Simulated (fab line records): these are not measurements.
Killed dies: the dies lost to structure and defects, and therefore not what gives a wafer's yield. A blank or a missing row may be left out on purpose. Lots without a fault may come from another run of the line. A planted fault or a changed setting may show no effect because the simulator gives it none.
Which tool did it? -- flow nand_harc -- 23 lots with 69 wafers sampled at 5 steps, on a route of 1302 steps

## WHAT THE GAUGES READ, wafer by wafer
NHARC_A_SLIT_OVL_MEAS_10. Usual: overlay_x_nm -0.2 nm, standard deviation 0.74; overlay_y_nm 0.0 nm, standard deviation 0.79.
lot,measured,on,overlay_x_nm (nm),overlay_y_nm (nm),flag
L074,day 19 15:58,overlay-01,0.4 0.0 0.3,1.1 0.9 0.7,
L075,day 20 15:49,overlay-01,-0.8 -1.1 -0.7,-1.1 -0.6 -0.9,
L078,day 21 05:18,overlay-02,-0.5 -0.4 -0.4,-0.8 0.1 -0.4,
L076,day 21 05:28,overlay-01,0.6 0.5 0.6,0.0 -0.1 0.2,
L077,day 21 15:10,overlay-02,-0.3 -0.8 -0.8,1.3 1.1 1.4,
L079,day 22 01:21,overlay-01,-0.7 -0.2 -0.2,0.8 0.6 0.5,
L080,day 22 10:34,overlay-01,-0.9 -0.7 -0.6,0.7 0.8 0.8,
L082,day 23 01:51,overlay-01,-1.4 -2.3 -1.4,-0.3 -0.2 -0.4,
L081,day 23 01:53,overlay-01,-1.3 -0.5 -0.3,0.1 0.5 -0.3,
L084,day 23 13:38,overlay-01,-0.5 0.2 0.3,-0.2 -0.2 -1.0,
L083,day 23 14:20,overlay-01,0.7 0.6 0.7,0.2 0.8 -0.1,
L087,day 24 18:23,overlay-01,0.8 0.3 0.6,0.3 -0.2 0.2,
L086,day 24 14:38,overlay-01,-0.4 -0.3 -0.6,-0.5 -0.3 0.1,
L088,day 25 01:58,overlay-01,-0.5 0.4 -0.4,-0.7 -0.8 -1.0,
L089,day 25 02:51,overlay-02,0.4 0.3 0.3,-1.6 -2.2 -1.7,
L090,day 26 00:12,overlay-02,-0.5 -0.4 -0.4,-0.8 -0.6 0.2,
L091,day 26 20:17,overlay-01,0.4 0.6 1.0,-0.9 -0.8 -0.9,
L092,day 27 03:15,overlay-02,0.4 0.4 0.2,1.2 0.5 0.8,
L093,day 27 21:59,overlay-02,0.0 0.5 0.0,0.4 0.2 -0.4,
L095,day 28 08:31,overlay-01,-0.4 -0.5 -0.6,0.7 0.8 1.2,
L096,day 28 12:07,overlay-02,0.1 0.7 0.0,0.4 -0.1 0.5,
L094,day 28 08:21,overlay-02,-1.7 -1.4 -1.6,-0.2 -0.6 -0.5,
L097,day 28 18:40,overlay-02,0.9 1.2 1.3,0.5 0.7 0.3,

NHARC_A_SIN_REMOVE_INSPECT_04. Usual: 407 for raw_defect_count, sd 91.
lot,measured,on,raw_defect_count,flag
L074,day 20 05:06,defect_inspect-02,447 560 609,
L075,day 21 04:55,defect_inspect-02,568 574 486,
L078,day 21 18:16,defect_inspect-01,239 253 331,
L076,day 21 18:23,defect_inspect-02,423 402 435,
L077,day 22 04:15,defect_inspect-02,348 337 319,
L079,day 22 14:18,defect_inspect-02,433 527 473,
L080,day 23 06:37,defect_inspect-02,363 414 395,
L082,day 23 14:53,defect_inspect-01,399 406 809,
L081,day 23 14:53,defect_inspect-02,330 356 404,
L084,day 24 03:03,defect_inspect-01,344 234 472,
L083,day 24 03:02,defect_inspect-02,523 478 464,
L087,day 25 08:21,defect_inspect-02,410 353 539,
L086,day 25 03:41,defect_inspect-02,429 524 541,
L088,day 25 15:25,defect_inspect-01,364 332 359,
L089,day 25 19:17,defect_inspect-02,268 388 261,
L090,day 26 13:18,defect_inspect-01,461 535 442,
L091,day 27 09:21,defect_inspect-01,398 302 390,
L092,day 27 20:10,defect_inspect-01,403 420 408,
L093,day 28 11:01,defect_inspect-01,440 401 501,
L095,day 28 21:19,defect_inspect-01,458 314 381,
L096,day 29 01:11,defect_inspect-02,414 402 377,
L094,day 28 21:22,defect_inspect-02,382 364 343,
L097,day 29 09:11,defect_inspect-01,333 302 403,

## WHICH TOOL RAN EACH LOT (tool, then ch and the chambers of the sampled wafers, then the start)
lot,NHARC_A_SGD_CUT_ETCHBACK_24,NHARC_A_SLIT_ETCH_15,NHARC_A_SLIT_ETCH_26
L074,"rie_diel-04 ch 0,3, day 19 09:46","rie_diel-06 ch 0,2,3, day 19 20:55 or earlier","har_etch-01 ch 0,1, day 19 20:55"
L075,"rie_diel-04 ch 0,1, day 20 10:17","rie_diel-02 ch 1,3, day 20 20:50 or earlier","har_etch-02 ch 0,1, day 20 20:50"
L078,"rie_diel-08 ch 0,2,3, day 21 00:05","rie_diel-02 ch 0,2,3, day 21 10:14 or earlier","har_etch-02 ch 0,1, day 21 10:14"
L076,"rie_diel-09 ch 1,3, day 21 00:05","rie_diel-13 ch 1,3, day 21 10:26 or earlier","har_etch-01 ch 0,1, day 21 10:26"
L077,"rie_diel-04 ch 1,2,3, day 21 08:49","rie_diel-13 ch 2,3, day 21 20:12 or earlier","har_etch-02 ch 0,1, day 21 20:12"
L079,"rie_diel-08 ch 2,3, day 21 17:28","rie_diel-13 ch 0,2,3, day 22 06:15 or earlier","har_etch-01 ch 0,1, day 22 06:15"
L080,"rie_diel-09 ch 0,2,3, day 22 03:17","rie_diel-13 ch 0,1,2, day 22 22:37 or earlier","har_etch-01 ch 0,1, day 22 22:37"
L082,"rie_diel-09 ch 1,2,3, day 22 20:36","rie_diel-13 ch 1,2,3, day 23 06:53 or earlier","har_etch-01 ch 0,1, day 23 06:53"
L081,"rie_diel-08 ch 1,2,3, day 22 20:36","rie_diel-02 ch 0,2, day 23 06:51 or earlier","har_etch-02 ch 0,1, day 23 06:51"
L084,"rie_diel-08 ch 1,2, day 23 08:24","rie_diel-02 ch 0,1, day 23 19:05 or earlier","har_etch-02 ch 0,1, day 23 19:05"
L083,"rie_diel-09 ch 0,2, day 23 08:25","rie_diel-06 ch 1,2,3, day 23 19:23 or earlier","har_etch-01 ch 0,1, day 23 19:23"
L087,"rie_diel-08 ch 0,3, day 24 09:32","rie_diel-13 ch 0,1, day 24 23:25 or earlier","har_etch-02 ch 0,1, day 24 23:25"
L086,"rie_diel-04 ch 1,2, day 24 09:32","rie_diel-02 ch 0,3, day 24 19:35 or earlier","har_etch-01 ch 0,1, day 24 19:35"
L088,"rie_diel-04 ch 0,1, day 24 20:52","rie_diel-13 ch 0,1,2, day 25 07:24 or earlier","har_etch-02 ch 1, day 25 07:24"
L089,"rie_diel-09 ch 0,1,2, day 24 20:52","rie_diel-06 ch 0,2,3, day 25 11:11 or earlier","har_etch-02 ch 0,1, day 25 11:11"
L090,"rie_diel-08 ch 1,2,3, day 25 19:01","rie_diel-06 ch 1,2, day 26 05:15 or earlier","har_etch-01 ch 0,1, day 26 05:15"
L091,"rie_diel-08 ch 1,2, day 26 15:05","rie_diel-06 ch 0,1,3, day 27 01:19 or earlier","har_etch-01 ch 0,1, day 27 01:19"
L092,"rie_diel-09 ch 2,3, day 26 18:16","rie_diel-06 ch 2,3, day 27 11:50 or earlier","har_etch-01 ch 1, day 27 11:50"
L093,"rie_diel-09 ch 2,3, day 27 16:46","rie_diel-13 ch 1,2, day 28 02:58 or earlier","har_etch-02 ch 0,1, day 28 02:58"
L095,"rie_diel-09 ch 0,1,2, day 28 03:10","rie_diel-06 ch 0,3, day 28 14:22 or earlier","har_etch-01 ch 0,1, day 28 14:22"
L096,"rie_diel-08 ch 1,2, day 28 03:10","rie_diel-13 ch 0,1,3, day 28 17:08 or earlier","har_etch-02 ch 1, day 28 17:08"
L094,"rie_diel-04 ch 1,2, day 28 03:11","rie_diel-13 ch 0,1,3, day 28 13:19 or earlier","har_etch-02 ch 0,1, day 28 13:19"
L097,"rie_diel-08 ch 1,2,3, day 28 13:13","rie_diel-02 ch 2,3, day 29 01:07 or earlier","har_etch-02 ch 0,1, day 29 01:07"
- NHARC_A_SGD_CUT_ETCHBACK_24: etches the open film in CH3F/O2, target depth 50 nm, time 92.857 s.
- NHARC_A_SLIT_ETCH_15: etches the open film in O2/COS, target depth 6200 nm, time 1612 s.
- NHARC_A_SLIT_ETCH_26: etches the open film in C4F8/O2/Ar, time 90 s, target depth 400 nm.

## AS READ BY THE TOOLS THEMSELVES (means over the sampled wafers that have a number; for cases with no such wafer, the mark the record gives instead)
NHARC_A_SGD_CUT_ETCHBACK_24. Usual: for ch3f_flow_sccm, 50.00 sccm with a standard deviation of 0.15; for drypump_motor_current_A, 5.7 A with a standard deviation of 0.33; for mfc_ar_sccm, 200.0 sccm with a standard deviation of 0.63; for oes_product_au, 0.97 a.u. with a standard deviation of 0.034; for rf_vpp_V, 244.8 V with a standard deviation of 1.8; for showerhead_plenum_p_Torr, 2.50 Torr with a standard deviation of 0.11; for throttle_valve_pct, 20.663 % with a standard deviation of 0.0085.
lot,tool,ch3f_flow_sccm (sccm),drypump_motor_current_A (A),mfc_ar_sccm (sccm),oes_product_au (a.u.),rf_vpp_V (V),showerhead_plenum_p_Torr (Torr),throttle_valve_pct (%),flag
L074,rie_diel-04,49.82,5.5,200.7,0.97,242.8,2.40,20.663,
L075,rie_diel-04,50.02,5.4,199.4,0.96,244.2,2.45,20.660,
L078,rie_diel-08,49.91,5.9,199.7,0.98,245.8,2.55,20.667,
L076,rie_diel-09,49.97,6.1,198.8,0.94,242.8,2.38,20.662,
L077,rie_diel-04,49.98,5.7,200.0,0.93,243.6,2.45,20.663,
L079,rie_diel-08,50.08,5.9,200.3,1.01,246.9,2.58,20.658,
L080,rie_diel-09,50.18,5.5,200.0,1.00,245.8,2.57,20.664,
L082,rie_diel-09,49.96,5.7,200.5,0.98,243.9,2.46,20.664,
L081,rie_diel-08,49.94,5.8,199.8,0.93,244.4,2.53,20.655,
L084,rie_diel-08,49.99,5.8,200.3,1.00,245.7,2.57,20.661,
L083,rie_diel-09,49.90,5.3,199.4,0.93,246.7,2.60,20.665,
L087,rie_diel-08,50.01,5.8,200.3,1.00,244.9,2.52,20.668,
L086,rie_diel-04,50.07,5.6,201.0,1.01,244.5,2.50,20.668,
L088,rie_diel-04,49.95,5.4,199.3,0.92,244.6,2.45,20.665,
L089,rie_diel-09,50.06,5.5,199.7,1.01,244.1,2.48,20.664,
L090,rie_diel-08,50.02,5.8,199.6,0.99,244.9,2.52,20.670,
L091,rie_diel-08,50.05,5.8,199.6,0.93,245.8,2.57,20.675,
L092,rie_diel-09,49.92,5.7,199.9,0.93,245.4,2.55,20.664,
L093,rie_diel-09,49.98,5.7,200.4,0.93,246.0,2.55,20.659,
L095,rie_diel-09,49.96,5.5,200.4,0.99,244.6,2.48,20.664,
L096,rie_diel-08,50.04,5.8,199.6,0.92,245.9,2.57,20.654,
L094,rie_diel-04,50.01,5.6,200.7,1.00,245.1,2.50,20.664,
L097,rie_diel-08,50.09,5.8,200.1,0.93,244.7,2.52,20.656,

NHARC_A_SLIT_ETCH_15. Usual: drypump_motor_current_A 5.8 A, standard deviation 0.41; mfc_ar_sccm 0.003 sccm, standard deviation 0.0043; oes_product_au 1.001 a.u., standard deviation 0.011; rf_vpp_V 314.1 V, standard deviation 2; showerhead_plenum_p_Torr 3.12 Torr, standard deviation 0.13; throttle_valve_pct 28.330 %, standard deviation 0.0093.
lot,tool,drypump_motor_current_A (A),mfc_ar_sccm (sccm),oes_product_au (a.u.),rf_vpp_V (V),showerhead_plenum_p_Torr (Torr),throttle_valve_pct (%),flag
L074,rie_diel-06,6.0,0.006,1.008,313.3,3.06,28.323,
L075,rie_diel-02,5.7,0.000,0.999,315.3,3.19,28.332,
L078,rie_diel-02,5.8,0.000,1.008,314.8,3.16,28.324,
L076,rie_diel-13,6.0,0.000,1.014,313.8,3.05,28.329,
L077,rie_diel-13,6.1,0.004,1.003,313.9,3.10,28.329,
L079,rie_diel-13,5.7,0.004,1.003,315.3,3.17,28.340,
L080,rie_diel-13,5.5,0.004,1.003,315.1,3.21,28.336,
L082,rie_diel-13,5.9,0.004,0.994,313.7,3.13,28.325,
L081,rie_diel-02,5.9,0.000,1.004,314.3,3.10,28.330,
L084,rie_diel-02,5.7,0.000,0.994,316.6,3.27,28.323,
L083,rie_diel-06,5.7,0.004,0.996,312.9,3.06,28.329,
L087,rie_diel-13,5.4,0.000,1.000,314.7,3.15,28.324,
L086,rie_diel-02,5.8,0.000,1.013,316.3,3.21,28.327,
L088,rie_diel-13,5.5,0.004,0.994,314.5,3.20,28.343,
L089,rie_diel-06,6.0,0.006,0.996,313.7,3.06,28.333,
L090,rie_diel-06,5.9,0.001,0.986,312.3,2.99,28.329,
L091,rie_diel-06,6.0,0.005,1.003,313.4,3.02,28.335,
L092,rie_diel-06,5.7,0.005,0.995,313.0,3.10,28.320,
L093,rie_diel-13,5.7,0.004,0.997,313.6,3.17,28.337,
L095,rie_diel-06,5.8,0.008,1.005,313.5,3.10,28.328,
L096,rie_diel-13,5.8,0.000,1.005,313.9,3.08,28.335,
L094,rie_diel-13,5.8,0.000,1.010,313.6,3.08,28.331,
L097,rie_diel-02,5.9,0.000,1.009,313.1,3.06,28.331,

NHARC_A_SLIT_ETCH_26. Usual: bias_v 400 V, standard deviation 4.4; drypump_motor_current_A 5.84 A, standard deviation 0.18; mfc_ar_sccm 375.1 sccm, standard deviation 1.1; showerhead_plenum_p_Torr 3.70 Torr, standard deviation 0.22; throttle_valve_pct 27.621 %, standard deviation 0.0096.
lot,tool,bias_v (V),drypump_motor_current_A (A),mfc_ar_sccm (sccm),showerhead_plenum_p_Torr (Torr),throttle_valve_pct (%),flag
L074,har_etch-01,400,5.92,375.8,3.49,27.620,
L075,har_etch-02,400,5.89,375.0,3.94,27.626,
L078,har_etch-02,407,5.89,374.5,3.94,27.617,
L076,har_etch-01,403,5.90,375.1,3.48,27.624,
L077,har_etch-02,403,5.89,375.5,3.93,27.624,
L079,har_etch-01,403,5.91,375.4,3.48,27.630,
L080,har_etch-01,397,5.79,373.8,3.50,27.629,
L082,har_etch-01,398,5.77,374.0,3.49,27.624,
L081,har_etch-02,398,5.81,375.7,3.92,27.626,
L084,har_etch-02,400,5.81,374.9,3.92,27.619,
L083,har_etch-01,400,5.91,376.0,3.46,27.610,
L087,har_etch-02,402,5.79,375.1,3.91,27.619,
L086,har_etch-01,402,5.78,374.9,3.48,27.618,
L088,har_etch-02,397,5.98,374.6,3.89,27.619,
L089,har_etch-02,401,5.90,375.8,3.90,27.620,
L090,har_etch-01,399,5.93,376.4,3.45,27.622,
L091,har_etch-01,397,5.91,374.8,3.44,27.623,
L092,har_etch-01,397,5.65,376.5,3.49,27.623,
L093,har_etch-02,402,5.88,376.2,3.88,27.617,
L095,har_etch-01,399,5.91,375.4,3.81,27.615,
L096,har_etch-02,396,5.98,374.7,3.86,27.620,
L094,har_etch-02,403,5.78,374.3,3.88,27.610,
L097,har_etch-02,400,5.89,375.6,3.87,27.628,

## THE ANSWER, worked out from the rows above alone
Rule: take the mean of a lot's wafers that have a number; if it is more than 3 standard deviations from the usual mean, the lot is off. Also off: a lot with no number at a reading for which 4 or more lots have one. The other lots that the step has rows for count as sound. Order of review: gauges by route order, followed by the tools' own readings, for which a lot's mean as printed above is used. At the first step where some lot is off, the reading lying furthest off is the one used; lots without a number count as furthest.
No lot is off on any of the readings shown, so nothing can be concluded from this.

## WHAT THE SIMULATOR HAD INSERTED
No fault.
